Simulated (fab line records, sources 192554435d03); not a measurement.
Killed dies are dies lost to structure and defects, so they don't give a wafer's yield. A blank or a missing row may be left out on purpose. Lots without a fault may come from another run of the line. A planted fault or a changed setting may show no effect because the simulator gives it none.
Chamber matching | flow n5_finfet | N5_HKMG_FIN_STRIP_89 on rie_diel-02: 4 sister chambers
The step strips SOC in N2/H2, time 20 s. 14 wafers are shown with their chamber, then 7 later ones without.

WAFERS WITH THEIR CHAMBER
wafer  | chamber | throttle_valve_pct (%) | showerhead_plenum_p_Torr (Torr) | drypump_motor_current_A (A)
L078.4 | 0       | 18.78                  | 3.26                            | 5.7
L078.5 | 0       | 18.81                  | 3.26                            | 5.7
L078.6 | 1       | 18.82                  | 3.38                            | 6.1
L080.1 | 1       | 18.81                  | 3.38                            | 6.1
L080.4 | 3       | 18.78                  | 3.39                            | 6.1
L080.5 | 1       | 18.81                  | 3.38                            | 6.1
L082.1 | 0       | 18.80                  | 3.25                            | 5.6
L082.3 | 1       | 18.81                  | 3.38                            | 6.1
L082.5 | 2       | 19.40                  | 3.36                            | 6.0
L087.2 | 3       | 18.79                  | 3.38                            | 6.0
L087.3 | 2       | 19.40                  | 3.36                            | 6.0
L087.6 | 0       | 18.82                  | 3.25                            | 5.7
L089.2 | 0       | 18.83                  | 3.24                            | 5.7
L089.3 | 2       | 19.41                  | 3.35                            | 6.0

SIGNATURES (means of the wafers above)
reading                  | chamber 0 | chamber 1 | chamber 2 | chamber 3 | scatter within a chamber
throttle_valve_pct       | 18.8080   | 18.8125   | 19.4033   | 18.7850   | 0.0129
showerhead_plenum_p_Torr | 3.2520    | 3.3800    | 3.3567    | 3.3850    | 0.0063
drypump_motor_current_A  | 5.680     | 6.100     | 6.000     | 6.050     | 0.0361
Rule: a wafer's distance from a chamber is the root of the sum, over the readings, of the square of ((its reading less the chamber's mean) divided by the reading's scatter). The wafer belongs to the nearest chamber; if the next one is less than 2 further off, it can't be placed. The scatter: the root of (the sum of the squares of (reading less its chamber's mean) over the shown wafers, divided by (wafers less chambers)).

WAFERS WITHOUT THEIR CHAMBER
wafer  | throttle_valve_pct (%) | showerhead_plenum_p_Torr (Torr) | drypump_motor_current_A (A)
L089.6 | 18.83                  | 3.24                            | 5.6
L092.3 | 18.84                  | 3.24                            | 5.7
L092.4 | 18.86                  | 3.37                            | 6.1
L092.6 | 18.83                  | 3.24                            | 5.7
L093.1 | 19.43                  | 3.35                            | 6.0
L093.3 | 18.81                  | 3.38                            | 6.1
L093.4 | 18.86                  | 3.37                            | 6.1

WHICH CHAMBER EACH WENT THROUGH
wafer  | from the rows above | in truth
L089.6 | 0                   | 0
L092.3 | 0                   | 0
L092.4 | 1                   | 1
L092.6 | 0                   | 0
L093.1 | 2                   | 2
L093.3 | 1                   | 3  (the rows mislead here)
L093.4 | 1                   | 1
Placed correctly: 6 of 7. Can't be placed from these rows: 0. Placed wrongly: 1.
